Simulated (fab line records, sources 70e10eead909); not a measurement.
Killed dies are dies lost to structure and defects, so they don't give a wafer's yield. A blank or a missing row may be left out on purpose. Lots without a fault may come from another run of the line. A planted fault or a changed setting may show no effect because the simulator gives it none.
fab line records | flow nand_harc
record lots=6 wafers=18 last_day=25
route steps=1159 shown A_ONON_D1@426 END@1159
lots that met no fault: from a run of the same line without faults
start_h: hours from the record's first day to the start of the lot's first wafer shown | wait_h: hours since the lot's step before | " the same as in the row above | L1.1+2: a row that stands for several wafers | - no value, or no start given | * or withheld: withheld | < > ~ a bound
route shown NAME@n: a module of which the file shows steps, and the number in the route of the first | usual: mean/standard deviation of fault-free wafers | same: alike in all rows | chamber/n: place in a boat | sites: the reading at each site | _std_site: their standard deviation | _edge_site: outer sites' mean less inner sites' | radius_mm: how far each site lies from the wafer's centre | mask NAME#n: copy n | behind: the tool/chamber that last shaped the wafer | hold: why the lot was held/for how many hours/how that ended | device: the transistor (n, p or np) that didn't switch | end of line: the same wafers' tests at the end of the route | a step without rows: its recipe alone | killed: dies lost to structure and defects at the first sort, not the wafer's yield | map: a wafer's dies, x killed, . not, _ none there
set.NAME: the setting as run; set.NAME@STEP: as run at that earlier step | model.NAME: the simulator's own value behind a step, which no gauge read
lots at some steps of the route; a table a step, a row a wafer
services: from which hour (start_h, from the record's first day; less than 0 if before it) a tool's chamber was out of use, for how many hours, and why
## steps
# step NHARC_A_ONON_D1_DEP_03
# recipe target_thk_a=10000 n2_flow_sccm=2750 n2o_flow_sccm=2000 nh3_flow_sccm=500 sih4_flow_sccm=210 temp_c=400
# step NHARC_A_ONON_D1_THK_MEAS_05
# recipe thk_meas_gauge=ellipsometry
# usual thk_nm=999/10
# columns lot.wafer tool chamber start_h wait_h thk_nm
L816.1 film_metro-02 - 179.95 - 994
L816.4 " - " " 990
L816.5 " - " " 992
L823.1 film_metro-02 - 219.23 - 1016
L823.2 " - " " 1017
L823.3 " - " " 1016
L830.1 film_metro-02 - 263.96 - 988
L830.2 " - " " 989
L830.3 " - " " 989
L832.1 film_metro-02 - 263.96 - 1017
L832.2 " - " " 1016
L832.3 " - " " 1014
L833.4 film_metro-01 - 271.97 - 993
L833.5 " - " " 995
L833.6 " - " " 996
L837.2 film_metro-01 - 290.21 - 977
L837.3 " - " " 977
L837.6 " - " " 975
# step NHARC_A_ONON_D1_DEP_06
# recipe target_thk_a=10000 n2_flow_sccm=2750 n2o_flow_sccm=2000 nh3_flow_sccm=500 sih4_flow_sccm=210 temp_c=400
# step NHARC_A_ONON_D1_THK_MEAS_08
# recipe thk_meas_gauge=ellipsometry
# usual thk_nm=998/10
# columns lot.wafer tool chamber start_h wait_h thk_nm
L816.1 film_metro-01 - 180.52 - 992
L816.4 " - " " 993
L816.5 " - " " 992
L823.1 film_metro-02 - 219.80 - 987
L823.2 " - " " 988
L823.3 " - " " 987
L830.1 film_metro-01 - 264.52 - 991
L830.2 " - " " 991
L830.3 " - " " 991
L832.1 film_metro-02 - 264.53 - 998
L832.2 " - " " 997
L832.3 " - " " 997
L833.4 film_metro-01 - 272.53 - 987
L833.5 " - " " 987
L833.6 " - " " 988
L837.2 film_metro-02 - 290.77 - 998
L837.3 " - " " 998
L837.6 " - " " 998
# step NHARC_A_ONON_D1_DEP_09
# recipe target_thk_a=10000 n2_flow_sccm=2750 n2o_flow_sccm=2000 nh3_flow_sccm=500 sih4_flow_sccm=210 temp_c=400
# step NHARC_A_ONON_D1_THK_MEAS_11
# recipe thk_meas_gauge=ellipsometry
# usual thk_nm=1002/7
# columns lot.wafer tool chamber start_h wait_h thk_nm
L816.1 film_metro-01 - 181.09 - 1001
L816.4 " - " " 1004
L816.5 " - " " 1002
L823.1 film_metro-02 - 220.37 - 1002
L823.2 " - " " 1003
L823.3 " - " " 1000
L830.1 film_metro-02 - 265.09 - 1003
L830.2 " - " " 1006
L830.3 " - " " 1004
L832.1 film_metro-01 - 265.10 - 1006
L832.2 " - " " 1003
L832.3 " - " " 1004
L833.4 film_metro-02 - 273.09 - 1005
L833.5 " - " " 1007
L833.6 " - " " 1006
L837.2 film_metro-01 - 291.34 - 991
L837.3 " - " " 992
L837.6 " - " " 993
# step NHARC_A_ONON_D1_DEP_12
# recipe target_thk_a=10000 n2_flow_sccm=2750 n2o_flow_sccm=2000 nh3_flow_sccm=500 sih4_flow_sccm=210 temp_c=400
# step NHARC_A_ONON_D1_THK_MEAS_14
# recipe thk_meas_gauge=ellipsometry
# usual thk_nm=999/8.2
# columns lot.wafer tool chamber start_h wait_h thk_nm
L816.1 film_metro-01 - 181.65 - 986
L816.4 " - " " 986
L816.5 " - " " 984
L823.1 film_metro-02 - 220.94 - 999
L823.2 " - " " 999
L823.3 " - " " 998
L830.1 film_metro-02 - 265.66 - 989
L830.2 " - " " 989
L830.3 " - " " 988
L832.1 film_metro-01 - 265.67 - 990
L832.2 " - " " 989
L832.3 " - " " 988
L833.4 film_metro-02 - 273.66 - 1002
L833.5 " - " " 1002
L833.6 " - " " 1005
L837.2 film_metro-01 - 291.91 - 1003
L837.3 " - " " 1004
L837.6 " - " " 1001
# step NHARC_A_ONON_D1_ANNEAL_15
# recipe temp_c=750 time_s=3600
# step NHARC_A_ONON_D1_DEP_16
# recipe target_thk_a=10000 n2_flow_sccm=2750 n2o_flow_sccm=2000 nh3_flow_sccm=500 sih4_flow_sccm=210 temp_c=400
# step NHARC_A_ONON_D1_THK_MEAS_18
# recipe thk_meas_gauge=ellipsometry
# usual thk_nm=998/6.8
# columns lot.wafer tool chamber start_h wait_h thk_nm
L816.1 film_metro-02 - 188.72 - 996
L816.4 " - " " 997
L816.5 " - " " 996
L823.1 film_metro-02 - 230.76 - 1005
L823.2 " - " " 1004
L823.3 " - " " 1005
L830.1 film_metro-01 - 273.66 - 993
L830.2 " - " " 992
L830.3 " - " " 991
L832.1 film_metro-02 - 273.66 - 1003
L832.2 " - " " 1004
L832.3 " - " " 1002
L833.4 film_metro-02 - 280.85 - 990
L833.5 " - " " 990
L833.6 " - " " 989
L837.2 film_metro-02 - 298.86 - 989
L837.3 " - " " 990
L837.6 " - " " 989
# step NHARC_A_ONON_D1_DEP_19
# recipe target_thk_a=10000 n2_flow_sccm=2750 n2o_flow_sccm=2000 nh3_flow_sccm=500 sih4_flow_sccm=210 temp_c=400
# columns lot.wafer tool chamber start_h wait_h
L816.1+4+5 pecvd_onon-02 0 189.09 0.4
L823.1+2+3 pecvd_onon-01 0 230.95 0.2
L830.1+2+3 pecvd_onon-02 0 273.72 0.1
L832.1+2+3 pecvd_onon-04 0 273.72 0.1
L833.4+5+6 pecvd_onon-02 0 281.08 0.2
L837.2+3+6 pecvd_onon-04 0 299.10 0.2
# step NHARC_A_ONON_D1_THK_MEAS_21
# recipe thk_meas_gauge=ellipsometry
# usual thk_nm=1000/10
# columns lot.wafer tool chamber start_h wait_h thk_nm
L816.1 film_metro-02 - 189.60 - 984
L816.4 " - " " 984
L816.5 " - " " 985
L823.1 film_metro-02 - 231.46 - 1022
L823.2 " - " " 1024
L823.3 " - " " 1023
L830.1 film_metro-02 - 274.23 - 1013
L830.2 " - " " 1012
L830.3 " - " " 670
L832.1 film_metro-01 - 274.23 - 996
L832.2 " - " " 995
L832.3 " - " " 994
L833.4 film_metro-01 - 281.41 - 646
L833.5 " - " " 993
L833.6 " - " " 991
L837.2 film_metro-01 - 299.56 - 1002
L837.3 " - " " 1000
L837.6 " - " " 1000
# step NHARC_A_ONON_D1_DEP_22
# recipe target_thk_a=10000 n2_flow_sccm=2750 n2o_flow_sccm=2000 nh3_flow_sccm=500 sih4_flow_sccm=210 temp_c=400
# step NHARC_END_SORT_01
# recipe temp_c=25
# usual killed_at_array=28/11 killed_at_other=0.5/0.87 killed_at_periphery=2.9/2.2 killed_dies=32/11 killed_open=3.2/1.9 killed_short=1.8/1.4
# same gross_dies=677
# columns lot.wafer tool chamber start_h wait_h killed_at_array killed_at_other killed_at_periphery killed_dies killed_open killed_short
L816.1 prober-02 0 447.44 2.5 24 3 2 29 3 2
L816.4 prober-02 0 449.85 3.4 17 0 5 22 3 0
L816.5 prober-02 0 450.65 3.7 23 0 1 24 2 2
L830.1 prober-02 0 543.00 2.5 45 0 1 46 2 1
L830.2 prober-02 0 543.81 2.8 50 1 2 53 3 1
L830.3 prober-02 0 544.63 3.1 672 1 4 677 2 2
L833.4 prober-01 0 553.17 3.4 676 0 1 677 4 1
L833.5 prober-01 0 553.98 3.7 42 0 1 43 2 2
L833.6 prober-01 0 554.78 4.0 45 0 3 48 3 1
# killed by level:class
L816.1 A_SLIT:chamber_film_flake=8 A_CONTACT:chamber_film_flake=7 A_CHANNEL_HOLE_D1:chamber_film_flake=4 THIN_TSV:chamber_film_flake=3 A_CONTACT:geometric_particle:open=2 P_CONTACT:geometric_particle:open=1 P_M0:geometric_particle:short=1 A_CONTACT:geometric_particle:short=1
L816.4 A_SLIT:chamber_film_flake=8 A_CONTACT:chamber_film_flake=5 P_ZERO_WELL:chamber_film_flake=3 P_M0:geometric_particle:open=1 A_WL_FILL:geometric_particle:open=1 A_CONTACT:geometric_particle:open=1 P_M2:chamber_film_flake=1 A_CHANNEL_HOLE_D1:chamber_film_flake=1
L816.5 A_SLIT:chamber_film_flake=12 A_CONTACT:chamber_film_flake=4 A_CONTACT:geometric_particle:open=2 A_CHANNEL_HOLE_D1:chamber_film_flake=2 A_SOURCE_PLATE:geometric_particle:short=1 A_M0:geometric_particle:short=1 P_GATE:chamber_film_flake=1 A_CHANNEL_FILL_D1:chamber_film_flake=1
L830.1 A_SLIT:chamber_film_flake=19 A_CHANNEL_HOLE_D1:chamber_film_flake=17 A_STAIRCASE:chamber_film_flake=7 A_CONTACT:geometric_particle:open=2 P_M2:geometric_particle:short=1
L830.2 A_CHANNEL_HOLE_D1:chamber_film_flake=20 A_SLIT:chamber_film_flake=20 A_STAIRCASE:chamber_film_flake=3 A_CONTACT:chamber_film_flake=3 A_SGD_CUT:geometric_particle:open=2 P_CONTACT:geometric_particle:open=1 A_WL_FILL:geometric_particle:short=1 P_GATE:chamber_film_flake=1
L830.3 A_ONON_D1:area_dep=639 A_CHANNEL_HOLE_D1:chamber_film_flake=16 A_SLIT:chamber_film_flake=11 P_GATE:chamber_film_flake=2 A_CONTACT:chamber_film_flake=2 P_CONTACT:geometric_particle:open=1 P_CONTACT:geometric_particle:short=1 A_WL_FILL:geometric_particle:short=1
L833.4 A_ONON_D1:area_dep=624 A_CHANNEL_HOLE_D1:chamber_film_flake=27 A_SLIT:chamber_film_flake=16 A_CONTACT:chamber_film_flake=3 A_CONTACT:geometric_particle:open=2 A_CONTACT:geometric_particle:short=1 A_M0:geometric_particle:open=1 A_M1:geometric_particle:open=1
L833.5 A_SLIT:chamber_film_flake=17 A_CHANNEL_HOLE_D1:chamber_film_flake=14 A_CONTACT:chamber_film_flake=5 A_STAIRCASE:chamber_film_flake=2 P_CONTACT:geometric_particle:open=1 A_CHANNEL_HOLE_D1:geometric_particle:short=1 A_CONTACT:geometric_particle:short=1 A_M0:geometric_particle:open=1
L833.6 A_CHANNEL_HOLE_D1:chamber_film_flake=18 A_SLIT:chamber_film_flake=18 A_CONTACT:chamber_film_flake=3 A_ONON_D1:geometric_particle:open=2 A_STAIRCASE:chamber_film_flake=2 P_GATE:geometric_particle:open=1 A_WL_FILL:geometric_particle:short=1 P_STI:chamber_film_flake=1
# map L830.3 (x killed, . not)
____________x____________
_________xxxxxxx_________
_______xxxxxxxxxxx_______
______xxxxxxxxxxxxx______
_____xxxxxxxxxxxxxxx_____
____xxxxxxxxxxxxxxxxx____
____xxxxxxxxxxxxxxxxx____
___xxxxxxxxxxxxxxxxxxx___
___xxxxxxxxxxxxxxxxxxx___
__xxxxxxxxxxxxxxxxxxxxx__
__xxxxxxxxxxxxxxxxxxxxx__
_xxxxxxxxxxxxxxxxxxxxxxx_
_xxxxxxxxxxxxxxxxxxxxxxx_
_xxxxxxxxxxxxxxxxxxxxxxx_
_xxxxxxxxxxxxxxxxxxxxxxx_
_xxxxxxxxxxxxxxxxxxxxxxx_
xxxxxxxxxxxxxxxxxxxxxxxxx
xxxxxxxxxxxxxxxxxxxxxxxxx
xxxxxxxxxxxxxxxxxxxxxxxxx
xxxxxxxxxxxxxxxxxxxxxxxxx
xxxxxxxxxxxxxxxxxxxxxxxxx
_xxxxxxxxxxxxxxxxxxxxxxx_
_xxxxxxxxxxxxxxxxxxxxxxx_
_xxxxxxxxxxxxxxxxxxxxxxx_
_xxxxxxxxxxxxxxxxxxxxxxx_
_xxxxxxxxxxxxxxxxxxxxxxx_
__xxxxxxxxxxxxxxxxxxxxx__
__xxxxxxxxxxxxxxxxxxxxx__
___xxxxxxxxxxxxxxxxxxx___
___xxxxxxxxxxxxxxxxxxx___
____xxxxxxxxxxxxxxxxx____
____xxxxxxxxxxxxxxxxx____
_____xxxxxxxxxxxxxxx_____
______xxxxxxxxxxxxx______
_______xxxxxxxxxxx_______
_________xxxxxxx_________
____________x____________
# map L833.4 (x killed, . not)
____________x____________
_________xxxxxxx_________
_______xxxxxxxxxxx_______
______xxxxxxxxxxxxx______
_____xxxxxxxxxxxxxxx_____
____xxxxxxxxxxxxxxxxx____
____xxxxxxxxxxxxxxxxx____
___xxxxxxxxxxxxxxxxxxx___
___xxxxxxxxxxxxxxxxxxx___
__xxxxxxxxxxxxxxxxxxxxx__
__xxxxxxxxxxxxxxxxxxxxx__
_xxxxxxxxxxxxxxxxxxxxxxx_
_xxxxxxxxxxxxxxxxxxxxxxx_
_xxxxxxxxxxxxxxxxxxxxxxx_
_xxxxxxxxxxxxxxxxxxxxxxx_
_xxxxxxxxxxxxxxxxxxxxxxx_
xxxxxxxxxxxxxxxxxxxxxxxxx
xxxxxxxxxxxxxxxxxxxxxxxxx
xxxxxxxxxxxxxxxxxxxxxxxxx
xxxxxxxxxxxxxxxxxxxxxxxxx
xxxxxxxxxxxxxxxxxxxxxxxxx
_xxxxxxxxxxxxxxxxxxxxxxx_
_xxxxxxxxxxxxxxxxxxxxxxx_
_xxxxxxxxxxxxxxxxxxxxxxx_
_xxxxxxxxxxxxxxxxxxxxxxx_
_xxxxxxxxxxxxxxxxxxxxxxx_
__xxxxxxxxxxxxxxxxxxxxx__
__xxxxxxxxxxxxxxxxxxxxx__
___xxxxxxxxxxxxxxxxxxx___
___xxxxxxxxxxxxxxxxxxx___
____xxxxxxxxxxxxxxxxx____
____xxxxxxxxxxxxxxxxx____
_____xxxxxxxxxxxxxxx_____
______xxxxxxxxxxxxx______
_______xxxxxxxxxxx_______
_________xxxxxxx_________
____________x____________
## services
# columns tool chamber start_h hours kind
pecvd_onon-01 - 195.28 13.0 pm
pecvd_onon-04 - 237.00 13.0 pm
pecvd_onon-02 - 292.00 13.0 pm
## key
first_sign step=NHARC_A_ONON_D1_THK_MEAS_21 reading=thk_nm direction=down sigmas=33 usual=1000 struck=658
effect step=NHARC_END_SORT_01 reading=killed_at_array direction=up sigmas=59 usual=28 struck=674
more_kills_born_at NHARC_A_ONON_D1_DEP_19@pecvd_onon-02=1263
met_at NHARC_A_ONON_D1_DEP_19
struck_wafers L830.3,L833.4
later_rows_left_out L830.3,L833.4
tester_left_out L830,L833
onset_between 189.09 273.72
fault kind=process_parameter_drift tool=pecvd_onon-02 chamber=- onset_h=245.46 steps=NHARC_A_ONON_D1_DEP_19 channel=target_thk_a offset=* shape=step end_h=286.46 scope=struck_wafers_only acts_in=* stated=*
# tester_left_out: of these lots the tester's yield and bins aren't shown, on N5 and GAA mostly nor the transistor test; their killed dies are dies lost to structure and defects alone, not to doping, threshold or leakage, so they don't give the yield
# later_rows_left_out: the simulator's readings of these wafers behind a module that went badly wrong aren't trusted and aren't shown, but for the sort
